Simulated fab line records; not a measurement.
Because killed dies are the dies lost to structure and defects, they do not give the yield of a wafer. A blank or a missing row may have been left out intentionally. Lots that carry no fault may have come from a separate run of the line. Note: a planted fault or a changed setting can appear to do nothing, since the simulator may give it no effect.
Problem report, 8D (eight disciplines) form, completed by code / flow nandHarc / the parts of the form that need people (team, actions taken, sign-off) are left out

## 1. THE PROBLEM
NHARC_END_SORT_01, killedAtOther: mean 650.0 over 1 wafer from 1 lot; wafers with no fault: 0.9, standard deviation 1.3. So: +99 or more standard deviations from the usual mean.
First observed at day 24 01:17: wafer L903.3, on prober-02. The record holds 6 wafers of 2 lots with a number at this step. By rule, "out" or "out of limits" means more than 4 standard deviations away from the usual mean. All remaining wafers that have a number are taken as sound.

## 2. WHAT IT IS, AND WHAT IT ISN'T
question=which readings at this step | is=killedAtOther, defectLimitedYield, killedDies, sort_bin_2_pct, sortNPass, sortRimYieldPct, sortYieldPct | is not=killedAtArray, killedAtPeriphery, killedOpen, killedShort, sort_bin_3_pct, sort_bin_4_pct
question=which lots | is=L903 | is not=L895
question=which wafers of those lots | is=L903.3 | is not=L903.2, L903.5
question=read on which gauges | is=prober-02 | is not=-
question=when | is=from day 24 01:17 | is not=up to then (4 sound wafers); but 1 sound wafer of L903 came after

## 3. THE SUSPECTS, EACH WITH WHAT RULES IT OUT
Counting: if a tool at a process step up to the reading ran every lot that is out, it stays a suspect. Sound lots after the first of them don't rule it out here, since some wafers of a struck lot are sound.
- the gauge at NHARC_END_SORT_01: kept. All the wafers that are out were read on prober-02, and no step on other tools shows them out.
- pecvd-01 at NHARC_A_M0_PRE_CLEAN_31 (time 12 s): kept. It ran the lot that is out, L903 (day 22 10:52).
- pvdSputter-03 at NHARC_A_M1_PVD_21 (deposits Cu, target thk 30 nm, time 20.49 s): kept. It ran the lot that is out, L903 (day 23 14:44). NHARC_A_M1_PVD_21: start missing for some lots; hours and lot order therefore follow NHARC_THIN_TSV_ECD_20.
- ecdCu-01 at NHARC_THIN_TSV_ECD_20 (material Cu, target thk 2000 nm): kept. It processed L903, the lot that is out, at day 23 14:44, and its most recent sound lot before then was L895 at day 21 23:25.
Left after counting: pecvd-01 at NHARC_A_M0_PRE_CLEAN_31, pvdSputter-03 at NHARC_A_M1_PVD_21, ecdCu-01 at NHARC_THIN_TSV_ECD_20, prober-02 at NHARC_END_SORT_01.

## 4. THE CAUSE (what the simulator had put in)
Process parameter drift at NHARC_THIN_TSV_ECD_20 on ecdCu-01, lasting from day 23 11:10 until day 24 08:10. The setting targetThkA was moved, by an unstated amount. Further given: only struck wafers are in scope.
Counting left 4 suspects, and this tool is among them.

## 5. SEQUENCE OF EFFECTS, ordered by route
One row per reading whose mean, taken over the struck wafers that have a number, lies over 3 standard deviations from the usual. Scope: only readings with a usual standard deviation given in the record; hours: median across lots of the time from each lot's start at the first step in this table that gives one to its start at this step; sigmas: change in usual standard deviations.
hours=0; step=NHARC_END_SORT_01; reading=defectLimitedYield; usual=95.7 %; on struck wafers=0.1; change=-95.6; sigmas=-68
hours=0; step=NHARC_END_SORT_01; reading=killedAtOther; usual=0.9; on struck wafers=650.0; change=+649.1; sigmas=+99 or more
hours=0; step=NHARC_END_SORT_01; reading=killedDies; usual=29; on struck wafers=676; change=+647; sigmas=+67
hours=0; step=NHARC_END_SORT_01; reading=sort_bin_2_pct; usual=1.3 %; on struck wafers=97.0; change=+95.7; sigmas=+99 or more
hours=0; step=NHARC_END_SORT_01; reading=sortNPass; usual=648; on struck wafers=1; change=-647; sigmas=-67
hours=0; step=NHARC_END_SORT_01; reading=sortRimYieldPct; usual=94 %; on struck wafers=0; change=-94; sigmas=-31
hours=0; step=NHARC_END_SORT_01; reading=sortYieldPct; usual=95.7 %; on struck wafers=0.1; change=-95.6; sigmas=-68

## 6. WHAT WOULD HAVE CAUGHT IT SOONER
In this record the first reading out of limits at a measuring or inspecting step was taken at day 24 01:17, 14 hours after the fault began at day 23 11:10.
All the lots that are out (1) had begun NHARC_THIN_TSV_ECD_20 on ecdCu-01 by day 24 01:17. None of them would have been spared by holding the tool at that moment.
